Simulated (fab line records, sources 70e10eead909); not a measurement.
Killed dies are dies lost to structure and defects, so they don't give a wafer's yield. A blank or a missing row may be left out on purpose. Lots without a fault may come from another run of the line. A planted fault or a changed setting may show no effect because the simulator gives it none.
Which tool did it? | flow nand_harc | 12 lots, 36 wafers sampled, at 3 steps of a route of 1302

WHAT THE GAUGES READ, wafer by wafer
NHARC_P_M1_THK_MEAS_24: measures by xrf.
lot  | measured     | on            | thk_nm (nm)
L075 | day 6 15:59  | film_metro-02 | 157.8 155.3 157.1
L077 | day 7 14:50  | film_metro-02 | 158.4 157.1 160.6
L079 | day 8 13:10  | film_metro-02 | 156.5 158.6 159.2
L081 | day 9 03:17  | film_metro-01 | 156.6 157.8 157.4
L083 | day 10 06:40 | film_metro-02 | 160.5 158.1 157.7
L085 | day 10 19:31 | film_metro-02 | 160.5 159.5 158.3
L087 | day 12 08:44 | film_metro-01 | 161.3 158.7 159.2
L088 | day 12 09:46 | film_metro-02 | 157.7 162.1 160.5
L091 | day 13 10:25 | film_metro-02 | 157.7 158.3 161.0
L093 | day 14 08:39 | film_metro-01 | 160.2 159.6 157.5
L095 | day 15 08:09 | film_metro-02 | 157.0 157.0 160.3
L097 | day 16 00:20 | film_metro-02 | 159.7 157.0 155.6

WHICH TOOL RAN EACH LOT (tool, then ch and the chambers of the sampled wafers, then the start)
lot  | NHARC_P_M0_STRIP_18                | NHARC_P_M0_PRE_CLEAN_31
L075 | rie_diel-04 ch 1,2,3, day 6 09:48  | pecvd-02 ch 0,1,2, day 6 11:56
L077 | rie_diel-09 ch 0,1,2, day 7 08:28  | pecvd-04 ch 0,1,2, day 7 10:40
L079 | rie_diel-09 ch 1,2, day 8 07:14    | pecvd-02 ch 0,1, day 8 09:24
L081 | rie_diel-04 ch 0,1,3, day 8 21:11  | pecvd-01 ch 1,2, day 8 23:19
L083 | rie_diel-05 ch 0,2,3, day 10 00:34 | pecvd-01 ch 0,1,2, day 10 02:41
L085 | rie_diel-09 ch 0,1, day 10 13:28   | pecvd-01 ch 0,2, day 10 15:44
L087 | rie_diel-05 ch 0,1,3, day 12 02:38 | pecvd-04 ch 0,1,2, day 12 04:48
L088 | rie_diel-05 ch 0,1,3, day 12 03:46 | pecvd-01 ch 0,1, day 12 05:56
L091 | rie_diel-09 ch 1,2,3, day 13 03:21 | pecvd-02 ch 0,1,2, day 13 05:56
L093 | rie_diel-09 ch 0,1, day 14 02:31   | pecvd-04 ch 1,2, day 14 04:42
L095 | rie_diel-05 ch 2,3, day 15 02:02   | pecvd-02 ch 0,1,2, day 15 04:16
L097 | rie_diel-04 ch 0,2,3, day 15 18:01 | pecvd-01 ch 0,2, day 15 20:13
- NHARC_P_M0_STRIP_18: strips in N2/H2.
- NHARC_P_M0_PRE_CLEAN_31: time 12 s.

THE ANSWER, worked out from the rows above alone
Rule: what is usual is taken from the lots themselves. Put in order of their means at a reading, lots are off if they are a third of the lots or fewer, leave a main group of 4 or more, and stand apart from it by a gap of 3 or more times the standard deviation of the main group's means; of several such gaps the widest counts. A main group whose means are all the same, to the digits that the tables above print for the reading, isn't used. A lot without any number at a reading at which 4 lots or more have one is off too. The other lots that the step has rows for count as sound.
No lot is off at any reading shown: from this, nothing can be told.

WHAT THE SIMULATOR HAD PUT IN
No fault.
